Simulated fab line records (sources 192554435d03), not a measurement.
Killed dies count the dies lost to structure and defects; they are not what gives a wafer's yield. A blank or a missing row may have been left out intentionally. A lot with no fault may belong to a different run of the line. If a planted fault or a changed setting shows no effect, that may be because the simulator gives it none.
Which of the tools did it? | flow n5Finfet | 30 wafers from 10 lots sampled at 2 of the route's 1938 steps

## WHAT THE GAUGES SHOWED, per wafer
N5_BEOL_M15_CD_MEAS_28: target cd 407.6 nm.
lot  | measured     | on       | cdNm (nm)
L129 | day 11 10:13 | cdSem-03 | 408.5 406.8 406.7
L132 | day 11 18:35 | cdSem-03 | 406.1 405.9 407.0
L131 | day 11 20:29 | cdSem-03 | 404.2 402.8 404.3
L134 | day 12 12:44 | cdSem-02 | 407.6 406.8 407.8
L136 | day 12 22:51 | cdSem-02 | 407.2 408.0 404.7
L139 | day 14 23:09 | cdSem-02 | 408.7 410.1 425.0
L144 | day 15 01:28 | cdSem-01 | 422.9 422.6 408.4
L146 | day 15 20:11 | cdSem-03 | 405.6 406.5 409.3
L151 | day 16 15:34 | cdSem-03 | 409.9 406.7 408.1
L152 | day 17 18:00 | cdSem-01 | 406.0 406.2 407.0

## EACH LOT AND THE TOOL THAT RAN IT (in order: tool; ch and the chambers of the sampled wafers; start)
lot  | N5_BEOL_M15_PEB_26
L129 | lithoTrack-01 ch 0, day 11 10:07
L132 | lithoTrack-03 ch 0, day 11 18:28
L131 | lithoTrack-04 ch 0, day 11 20:22
L134 | lithoTrack-04 ch 0, day 12 12:37
L136 | lithoTrack-01 ch 0, day 12 22:44
L139 | lithoTrack-01 ch 0, day 14 23:02
L144 | lithoTrack-01 ch 0, day 15 01:20
L146 | lithoTrack-03 ch 0, day 15 20:04
L151 | lithoTrack-03 ch 0, day 16 15:27
L152 | lithoTrack-03 ch 0, day 17 17:53
- N5_BEOL_M15_PEB_26: peb time 90 s.

## THE ANSWER, worked out from the rows above alone
Rule: the usual values come from the lots themselves. Put in order of their means at a reading, lots are off if they are a third of the lots or fewer, leave a main group of 4 or more, and stand apart from it by a gap of 3 or more times the standard deviation of the main group's means; of several such gaps the widest counts. A main group is skipped when, at the precision printed for the reading in the tables above, its means are all equal. A lot without any number at a reading at which 4 lots or more have one is off too. All remaining lots with rows at the step are treated as sound.
Off, at N5_BEOL_M15_CD_MEAS_28 on cdNm: L139, L144. Main group: mean 406.7 nm, sd 1.2.
If a tool, at a process step before that reading, ran all the lots that are off and no sound lot after the first of them, it fits. The gauges at N5_BEOL_M15_CD_MEAS_28 are tried like those tools. One candidate fits, namely lithoTrack-01 at N5_BEOL_M15_PEB_26. A fault onset in the window from L136 (day 12 22:44, its last sound lot) to L139 (day 14 23:02, its first lot off) fits.

## WHAT WAS PUT IN BY THE SIMULATOR
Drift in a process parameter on lithoTrack-01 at N5_BEOL_M15_PEB_26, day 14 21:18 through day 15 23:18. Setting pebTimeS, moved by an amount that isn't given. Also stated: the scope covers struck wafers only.
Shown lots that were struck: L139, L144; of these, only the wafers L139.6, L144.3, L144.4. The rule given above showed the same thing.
